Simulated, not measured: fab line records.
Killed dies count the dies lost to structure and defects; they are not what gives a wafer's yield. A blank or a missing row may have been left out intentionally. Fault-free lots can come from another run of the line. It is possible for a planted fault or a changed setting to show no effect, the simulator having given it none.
The tool behind it: which one? + flow nandHarc + 14 lots with 42 wafers sampled at 6 steps, on a route of 1159 steps

## WHAT THE GAUGES READ, wafer by wafer
NHARC_A_ONON_D1_THK_MEAS_05: measures by ellipsometry. Usual: 997 nm for thkNm, sd 8.4.
| lot  | measured     | on           | thkNm (nm)     | flag |
|------|--------------|--------------|----------------|------|
| L456 | day 7 16:32  | filmMetro-02 | 999 997 999    |      |
| L457 | day 7 16:33  | filmMetro-01 | 1009 1010 1012 |      |
| L458 | day 8 03:25  | filmMetro-01 | 1004 1006 1004 |      |
| L460 | day 8 12:58  | filmMetro-02 | 1000 999 999   |      |
| L461 | day 8 18:40  | filmMetro-02 | 983 983 981    |      |
| L463 | day 9 06:19  | filmMetro-01 | 993 994 994    |      |
| L464 | day 10 00:20 | filmMetro-01 | 992 996 993    |      |
| L465 | day 10 00:22 | filmMetro-02 | 1005 1002 1002 |      |
| L466 | day 10 12:33 | filmMetro-02 | 990 990 990    |      |
| L467 | day 10 12:34 | filmMetro-02 | 994 994 992    |      |
| L474 | day 11 23:26 | filmMetro-02 | 991 993 993    |      |
| L475 | day 12 03:18 | filmMetro-02 | 999 999 1001   |      |
| L477 | day 12 16:23 | filmMetro-01 | 1011 1013 1010 |      |
| L478 | day 13 01:43 | filmMetro-01 | 994 993 994    |      |

NHARC_A_ONON_D1_THK_MEAS_14: measures by ellipsometry. Usual: 1002 nm for thkNm, sd 11.
| lot  | measured     | on           | thkNm (nm)     | flag |
|------|--------------|--------------|----------------|------|
| L456 | day 7 18:14  | filmMetro-02 | 987 986 986    |      |
| L457 | day 7 18:15  | filmMetro-01 | 994 992 992    |      |
| L458 | day 8 05:08  | filmMetro-01 | 1004 1004 1006 |      |
| L460 | day 8 14:40  | filmMetro-02 | 978 980 978    |      |
| L461 | day 8 20:22  | filmMetro-01 | 1001 1001 1003 |      |
| L463 | day 9 08:00  | filmMetro-02 | 1009 1010 1010 |      |
| L464 | day 10 02:03 | filmMetro-02 | 1010 1010 1011 |      |
| L465 | day 10 02:05 | filmMetro-02 | 990 990 990    |      |
| L466 | day 10 14:14 | filmMetro-02 | 1014 1014 1015 |      |
| L467 | day 10 14:16 | filmMetro-02 | 991 993 992    |      |
| L474 | day 12 01:10 | filmMetro-02 | 1006 1007 1006 |      |
| L475 | day 12 04:59 | filmMetro-01 | 1002 1003 1003 |      |
| L477 | day 12 18:04 | filmMetro-01 | 1001 1001 999  |      |
| L478 | day 13 03:25 | filmMetro-02 | 999 1000 1002  |      |

NHARC_A_ONON_D1_THK_MEAS_18: measures by ellipsometry. Usual: 1000 nm for thkNm, sd 10.
| lot  | measured     | on           | thkNm (nm)                    | flag |
|------|--------------|--------------|-------------------------------|------|
| L456 | day 8 01:22  | filmMetro-01 | 999 1000 999                  |      |
| L457 | day 8 01:22  | filmMetro-01 | 982 984 983                   |      |
| L458 | day 8 13:30  | filmMetro-01 | 1005 1004 1004                |      |
| L460 | day 8 23:46  | filmMetro-02 | 1004 1002 1005                |      |
| L461 | day 9 03:29  | filmMetro-01 | 1006 1006 1006                |      |
| L463 | day 9 13:34  | filmMetro-01 | 1004 1007 1006                |      |
| L464 | day 10 09:12 | filmMetro-01 | 1000 1002 1001                |      |
| L465 | day 10 09:11 | filmMetro-01 | 995 996 993                   |      |
| L466 | day 10 21:39 | filmMetro-02 | 1025 1026 1024                |      |
| L467 | day 10 21:40 | filmMetro-01 | 995 995 995                   |      |
| L474 | day 12 08:13 | filmMetro-02 | 1546 1546 1546 1545 1544 1548 | OFF  |
| L475 | day 12 17:18 | filmMetro-02 | 1548 1547 1546 1548 1546 1547 | OFF  |
| L477 | day 13 01:10 | filmMetro-02 | 989 991 991                   |      |
| L478 | day 13 10:33 | filmMetro-02 | 989 990 993                   |      |

NHARC_A_ONON_D1_THK_MEAS_34: measures by ellipsometry. Usual: 201 nm for thkNm, sd 3.2.
| lot  | measured     | on           | thkNm (nm)  | flag |
|------|--------------|--------------|-------------|------|
| L456 | day 8 04:07  | filmMetro-01 | 200 200 200 |      |
| L457 | day 8 04:15  | filmMetro-02 | 196 207 204 |      |
| L458 | day 8 16:17  | filmMetro-01 | 198 202 204 |      |
| L460 | day 9 02:29  | filmMetro-02 | 197 200 200 |      |
| L461 | day 9 06:49  | filmMetro-02 | 198 203 202 |      |
| L463 | day 9 16:28  | filmMetro-02 | 198 202 204 |      |
| L464 | day 10 12:11 | filmMetro-01 | 199 200 202 |      |
| L465 | day 10 11:55 | filmMetro-01 | 203 200 207 |      |
| L466 | day 11 00:29 | filmMetro-02 | 199 203 203 |      |
| L467 | day 11 00:35 | filmMetro-01 | 194 201 200 |      |
| L477 | day 13 03:57 | filmMetro-02 | 196 195 200 |      |
| L478 | day 13 13:17 | filmMetro-01 | 203 203 206 |      |

NHARC_END_SORT_01. Usual: defectLimitedYield 95.6 %, standard deviation 1.6; killedAtArray 26, standard deviation 11; killedAtOther 0.4, standard deviation 0.78; killedAtPeriphery 3.4, standard deviation 2.4; killedDies 29, standard deviation 11; killedOpen 3.1, standard deviation 1.9; killedShort 1.9, standard deviation 1.4; sort_bin_2_pct 1.3 %, standard deviation 0.63; sort_bin_3_pct 0.20 %, standard deviation 0.18; sort_bin_4_pct 2.8 %, standard deviation 1.1; sortNPass 648, standard deviation 11; sortRimYieldPct 95 %, standard deviation 3.4; sortYieldPct 95.6 %, standard deviation 1.6.
| lot  | measured     | on        | defectLimitedYield (%) | killedAtArray | killedAtOther | killedAtPeriphery | killedDies | killedOpen | killedShort | sort_bin_2_pct (%) | sort_bin_3_pct (%) | sort_bin_4_pct (%) | sortNPass   | sortRimYieldPct (%) | sortYieldPct (%) | flag |
|------|--------------|-----------|------------------------|---------------|---------------|-------------------|------------|------------|-------------|--------------------|--------------------|--------------------|-------------|---------------------|------------------|------|
| L456 | day 22 17:01 | prober-02 | 95.6 97.2 95.7         | 27 17 27      | 0 0 0         | 3 2 2             | 30 19 29   | 4 3 4      | 2 2 3       | 0.9 0.9 1.0        | 0 0 0.15           | 3.5 1.9 3.1        | 647 658 648 | 96 93 92            | 95.6 97.2 95.7   |      |
| L457 | day 22 09:58 | prober-02 | 94.5 93.9 94.4         | 33 38 32      | 0 0 0         | 4 3 6             | 37 41 38   | 3 3 6      | 1 3 3       | 2.4 1.9 2.1        | 0.30 0.30 0.59     | 2.8 3.8 3.0        | 640 636 639 | 95 98 89            | 94.5 93.9 94.4   |      |
| L463 | day 23 08:41 | prober-02 | 95.6 94.2 97.2         | 28 39 18      | 0 0 0         | 2 0 1             | 30 39 19   | 3 5 1      | 3 1 0       | 1.3 2.5 0.7        | 0.15 0 0           | 3.0 3.2 2.1        | 647 638 658 | 96 97 93            | 95.6 94.2 97.2   |      |
| L464 | day 24 00:25 | prober-02 | 93.5 95.9 91.6         | 43 26 45      | 0 0 1         | 1 2 11            | 44 28 57   | 6 2 3      | 0 1 2       | 1.2 1.2 2.5        | 0.44 0.15 0.15     | 4.9 2.8 5.8        | 633 649 620 | 96 91 94            | 93.5 95.9 91.6   |      |
| L465 | day 24 08:08 | prober-02 | 97.5 97.5 97.5         | 16 14 13      | 0 0 1         | 1 3 3             | 17 17 17   | 2 4 2      | 4 1 0       | 0.4 0.4 1.0        | 0.15 0 0           | 1.9 2.1 1.5        | 660 660 660 | 95 96 96            | 97.5 97.5 97.5   |      |
| L466 | day 24 01:52 | prober-01 | 94.7 95.9 95.9         | 32 26 22      | 0 0 0         | 4 2 6             | 36 28 28   | 8 3 7      | 2 1 2       | 1.8 1.2 1.3        | 0.30 0.15 0.15     | 3.2 2.8 2.7        | 641 649 649 | 95 100 90           | 94.7 95.9 95.9   |      |
| L467 | day 23 10:12 | prober-01 | 94.5 96.5 95.3         | 37 16 31      | 0 1 0         | 0 7 1             | 37 24 32   | 4 3 3      | 2 1 3       | 1.2 0.6 1.5        | 0.15 0.30 0        | 4.1 2.7 3.2        | 640 653 645 | 96 95 98            | 94.5 96.5 95.3   |      |

## EACH LOT AND THE TOOL THAT RAN IT (in order: tool; ch and the chambers of the sampled wafers; start)
| lot  | NHARC_A_ONON_D1_DEP_16          |
|------|---------------------------------|
| L456 | pecvdOnon-03 ch 0, day 8 00:52  |
| L457 | pecvdOnon-02 ch 0, day 8 00:55  |
| L458 | pecvdOnon-02 ch 0, day 8 12:59  |
| L460 | pecvdOnon-01 ch 0, day 8 23:15  |
| L461 | pecvdOnon-01 ch 0, day 9 02:58  |
| L463 | pecvdOnon-03 ch 0, day 9 13:03  |
| L464 | pecvdOnon-03 ch 0, day 10 08:41 |
| L465 | pecvdOnon-02 ch 0, day 10 08:41 |
| L466 | pecvdOnon-02 ch 0, day 10 21:15 |
| L467 | pecvdOnon-03 ch 0, day 10 21:16 |
| L474 | pecvdOnon-02 ch 0, day 12 07:43 |
| L475 | pecvdOnon-02 ch 0, day 12 16:48 |
| L477 | pecvdOnon-01 ch 0, day 13 00:40 |
| L478 | pecvdOnon-01 ch 0, day 13 10:05 |
- NHARC_A_ONON_D1_DEP_16: target thk 1000 nm.

## WHAT THE TOOLS THEMSELVES READ (means of the sampled wafers that have a number; where no wafer has one, the mark that the record gives instead)
NHARC_A_ONON_D1_DEP_16. Usual: 500.3 sccm for nh3FlowSccm, sd 1.3.
| lot  | tool         | nh3FlowSccm (sccm) | flag |
|------|--------------|--------------------|------|
| L456 | pecvdOnon-03 | 501.3              |      |
| L457 | pecvdOnon-02 | 500.8              |      |
| L458 | pecvdOnon-02 | 501.7              |      |
| L460 | pecvdOnon-01 | 499.1              |      |
| L461 | pecvdOnon-01 | 500.2              |      |
| L463 | pecvdOnon-03 | 500.6              |      |
| L464 | pecvdOnon-03 | 501.8              |      |
| L465 | pecvdOnon-02 | 500.3              |      |
| L466 | pecvdOnon-02 | 500.4              |      |
| L467 | pecvdOnon-03 | 500.4              |      |
| L474 | pecvdOnon-02 | 500.1              |      |
| L475 | pecvdOnon-02 | 500.1              |      |
| L477 | pecvdOnon-01 | 499.1              |      |
| L478 | pecvdOnon-01 | 500.6              |      |

## THE ANSWER, worked out from the rows above alone
Rule: take the mean of a lot's wafers that have a number; if it is more than 3 standard deviations from the usual mean, the lot is off. Also off: a lot with no number at a reading for which 4 or more lots have one. Any other lot the step has rows for is counted as sound. The gauges are gone through in route order, then the tools' own readings, and for those a lot's mean is taken as printed above. The first step at which some lot is off is used, and at that step the reading that is off furthest; a lot without a number counts as furthest.
Off: L474, L475, at NHARC_A_ONON_D1_THK_MEAS_18 (thkNm).
If a tool, at a process step before that reading, ran all the lots that are off and no sound lot after the first of them, it fits. Gauges at NHARC_A_ONON_D1_THK_MEAS_18: tried the same way as those tools. One fits: NHARC_A_ONON_D1_DEP_16 on pecvdOnon-02. Its last sound lot is L466 (day 10 21:15), its first lot that is off L474 (day 12 07:43): a fault that began between those two fits.

## WHAT THE SIMULATOR HAD PUT IN
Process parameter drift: pecvdOnon-02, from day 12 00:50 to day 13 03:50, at NHARC_A_ONON_D1_DEP_16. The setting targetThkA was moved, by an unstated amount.
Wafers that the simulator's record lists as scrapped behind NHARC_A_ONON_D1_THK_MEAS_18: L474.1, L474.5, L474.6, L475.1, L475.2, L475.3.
Struck lots among those shown: L474, L475. The same result came from the rule above.
